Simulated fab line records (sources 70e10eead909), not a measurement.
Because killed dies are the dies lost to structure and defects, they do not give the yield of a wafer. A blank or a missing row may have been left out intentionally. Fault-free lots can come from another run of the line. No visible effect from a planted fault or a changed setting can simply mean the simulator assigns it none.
Struck lot and sound lot, side by side || flow nandHarc || 17 steps out of a route of 1302
Sound: these wafers, L888.1, L888.2, L888.5. Struck: wafers L894.5, L894.6. (L894.2 of the same lot was not struck and is left out.) The cause comes at the end.
At each step with rows: each side's tool, then ch and its chambers, then its first start. Under that, the readings that differ: sound wafers || struck wafers || difference of the means || sigmas: that difference in standard deviations of wafers without a fault.
alike: a reading whose means differ by less than 2 such deviations, as well as words and numbers matching on both sides. not compared: withheld readings; readings where some wafer has no value; bounds like >300 that might hide an equal value; numbers whose values overlap and for which the record gives no deviation.
A row with sigmas, a row that says differs or no value, or rows on one side alone: a step with any of these is where the two part. Non-overlapping numbers with no deviation appear without sigmas and do not part them. A reading that every wafer of one side lacks parts them only if that side has two wafers or more.

NHARC_P_M0_DESCUM_14: chemistry O2, time 3 s.
  sound on rieDiel-04 ch 0,1,2, day 7 12:17; struck on rieDiel-04 ch 0,3, day 10 01:42
  alike: drypumpMotorCurrentA, mfcArSccm, oesProductAu, rfVppV, showerheadPlenumPTorr, throttleValvePct
  not compared: rfHoursCounterH
then, 1 step without rows for these wafers: NHARC_P_M0_ETCH_34 (etches the open film in N2/H2, target depth 40 nm, overetch 12 nm, time 43.94 s).
NHARC_P_M0_ETCH_15: etches the open film in C4F8/Ar, target depth 150 nm, overetch 15 nm, time 82.5 s.
  sound on rieDiel-04 ch 0,3; struck on rieDiel-04 ch 2,3
  alike: oesProductAu, rfVppV
  not compared: rfHoursCounterH
NHARC_P_M0_CD_MEAS_16:
  sound on cdSem-02 at day 7 12:35; struck on cdSem-03 at day 10 01:59
  alike: cdNm
NHARC_P_M0_STRIP_18: strips in N2/H2.
  sound on rieDiel-01 ch 0,1,2, day 7 12:41; struck on rieDiel-04 ch 0,3, day 10 02:03
  alike: drypumpMotorCurrentA, mfcArSccm, oesProductAu, rfVppV, showerheadPlenumPTorr, throttleValvePct
  not compared: rfHoursCounterH
then, 1 step without rows for these wafers: NHARC_P_M0_STRIP_19 (strips in post etch residue remover, time 600 s).
NHARC_P_M0_DEGAS_28: time 60 s.
  sound on pvdSputter-02 at day 7 13:12; struck on pvdSputter-02 at day 10 02:35
  alike: heaterPowerW, susceptorTempC
then, 4 steps without rows for these wafers: NHARC_P_M0_PRE_CLEAN_29 (time 30 s); NHARC_P_M0_PVD_20 (deposits TaN, target thk 5 nm, time 8.06 s); NHARC_P_M0_PVD_21 (deposits Cu, target thk 30 nm, time 20.49 s); NHARC_P_M0_ECD_22 (material Cu, target thk 400 nm).
NHARC_P_M0_ANNEAL_30: time 90 s.
  sound on rtpAnneal-01 ch 0, day 7 13:56; struck on rtpAnneal-01 ch 0, day 10 03:23
  alike: wafer_temp_C_max
NHARC_P_M0_CMP_23: polishes, t overpolish 20 s, target thk 117.54 nm.
  sound on cmp-04 ch 0,1,3, day 7 14:19; struck on cmp-04 ch 1,2, day 10 03:46
  alike: motorCurrentA, retainingRingPressureFrac, slurryFlowMlMin, timeToEndpointS
following that, these wafers have no rows for 1 step: NHARC_P_M0_SRD_25.
NHARC_P_M0_INSPECT_27:
  sound on defectInspect-01 at day 7 14:45; struck on defectInspect-01 at day 10 04:10
{"reading": "rawDefectCount", "sound": "408 291 329", "struck": "2329 2461", "difference": "+2052", "sigmas": "+19"}
then, 1 step without rows for these wafers: NHARC_P_M0_PRE_CLEAN_31 (time 12 s).
-- break in the record here, with 18 days between the starts of the struck wafers on either side (left off in module P_M0, picked up again in module END, where the first step shown is number 1302 on the route) --
NHARC_END_SORT_01:
  sound on prober-02 ch 0, day 25 23:23; struck on prober-02 ch 0, day 28 07:02
{"reading": "defectLimitedYield (%)", "sound": "93.1 93.5 92.3", "struck": "0 0", "difference": -93, "sigmas": -49}
{"reading": "killedAtPeriphery", "sound": "2 2 2", "struck": "628 620", "difference": "+622", "sigmas": "+99 or more"}
{"reading": "killedDies", "sound": "47 44 52", "struck": "677 677", "difference": "+629", "sigmas": "+48"}
{"reading": "sort_bin_3_pct (%)", "sound": "0.6 0.4 0.9", "struck": "92.6 92.3", "difference": "+91.8", "sigmas": "+99 or more"}
{"reading": "sortNPass", "sound": "630 633 625", "struck": "0 0", "difference": -629, "sigmas": -48}
{"reading": "sortRimYieldPct (%)", "sound": "87 91 85", "struck": "0 0", "difference": -88, "sigmas": -25}
{"reading": "sortYieldPct (%)", "sound": "93.1 93.5 92.3", "struck": "0 0", "difference": -93, "sigmas": -49}
  alike: killedAtArray, killedAtOther, killedOpen, killedShort, sort_bin_2_pct, sort_bin_4_pct

== WHERE THEY PART ==
Last at NHARC_END_SORT_01 as far as this record goes, first at NHARC_P_M0_INSPECT_27.

WHY: whatever the simulator had introduced
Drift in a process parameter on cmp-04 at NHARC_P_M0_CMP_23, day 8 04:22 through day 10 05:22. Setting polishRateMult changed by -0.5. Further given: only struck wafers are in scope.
